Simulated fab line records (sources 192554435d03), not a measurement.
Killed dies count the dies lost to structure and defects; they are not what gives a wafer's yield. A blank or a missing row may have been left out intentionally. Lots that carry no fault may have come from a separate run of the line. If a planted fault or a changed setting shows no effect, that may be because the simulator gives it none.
A single fault, viewed from 2 desks	flow n5 finfet	only its own numbers are on each desk; what lay behind them is given at the end

## FROM THE METROLOGY DESK
What the gauges read, lot by lot, whatever tool the lot ran on: means of the sampled wafers that have a number. Marked OUT: a lot whose mean sits more than 4 standard deviations from the usual mean, which makes it out of limits; the brackets give that distance. 7 of its 10 readings are shown, namely those furthest out on some lot.
Columns: A = DIBL_N at N5_BEOL_M4_RC_MEAS_101, usual 35.9 mV/V; B = IOFF_N at N5_BEOL_M4_RC_MEAS_101, usual 0.160 nA/um; C = IOFF_P at N5_BEOL_M4_RC_MEAS_101, usual 0.21 nA/um; D = ION_P at N5_BEOL_M4_RC_MEAS_101, usual 461 uA/um; E = SS_N at N5_BEOL_M4_RC_MEAS_101, usual 71.4 mV/dec; F = VT_N at N5_BEOL_M4_RC_MEAS_101, usual 249.3 mV; G = VT_P at N5_BEOL_M4_RC_MEAS_101, usual -250 mV
lot	first seen here	A	B	C	D	E	F	G
L107	day 7 17:38	34.8	0.160	0.24	475	71.2	249.3	-244
L108	day 8 04:54	36.5	0.172	0.23	462	72.2	248.2	-246
L110	day 9 04:48	37.0	0.179	0.24	460	71.6	248.8	-247
L112	day 9 14:31	36.5	0.164	0.19	454	71.7	250.0	-254
L121	day 11 14:25	35.7	0.168	0.24	471	71.6	247.0	-246
L124	day 11 21:24	37.6	0.198	0.28	473	71.5	244.7	-244
L127	day 13 21:21	36.7	0.147	0.17	447	71.5	250.3	-256
L129	day 13 21:41	35.3	0.164	0.21	458	71.6	248.3	-250
L130	day 14 04:16	36.4	0.158	0.20	459	71.1	251.7	-252
Finding of this desk: none of the 9 lots has anything out of limits.

## DESK OF THE TOOL OWNER: litho track-04
The tool's own readings at N5_BEOL_M2_COAT_62 (time 60 s, resist thk 12 nm): means of the sampled wafers that have a number, for each lot that ran on this tool. Marked OUT: a lot whose mean sits more than 4 standard deviations from the usual mean, which makes it out of limits; the brackets give that distance.
Columns: A = spin speed rpm at N5_BEOL_M2_COAT_62, usual 1499.8 rpm
lot	first seen here	A
L107	day 6 17:46	1500.0
L108	day 7 01:52	1499.3
L121	day 10 01:22	2085.7 (+99 or more) OUT
L124	day 11 00:02	2085.9 (+99 or more) OUT
This desk finds L121, L124 out of limits, L121 being first, at day 10 01:22 (spin speed rpm at N5_BEOL_M2_COAT_62). Within limits: L107, L108.

## PUT TOGETHER
On L121, L124, at day 10 01:22, an alarm was possible from the tool owner's desk.
From the metrology desk's view, nothing was out of limits.
The metrology desk holds a record of L121, L124, inside its limits.
Every lot named ran N5_BEOL_M2_COAT_62 on litho track-04.

## WHAT THE SIMULATOR HAD PUT IN
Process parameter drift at N5_BEOL_M2_COAT_62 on litho track-04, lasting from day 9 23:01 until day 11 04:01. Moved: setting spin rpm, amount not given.
Lots struck among those shown: L121, L124.
Hours from the fault's start to each desk's first reading out of limits: the tool owner's desk, 2.
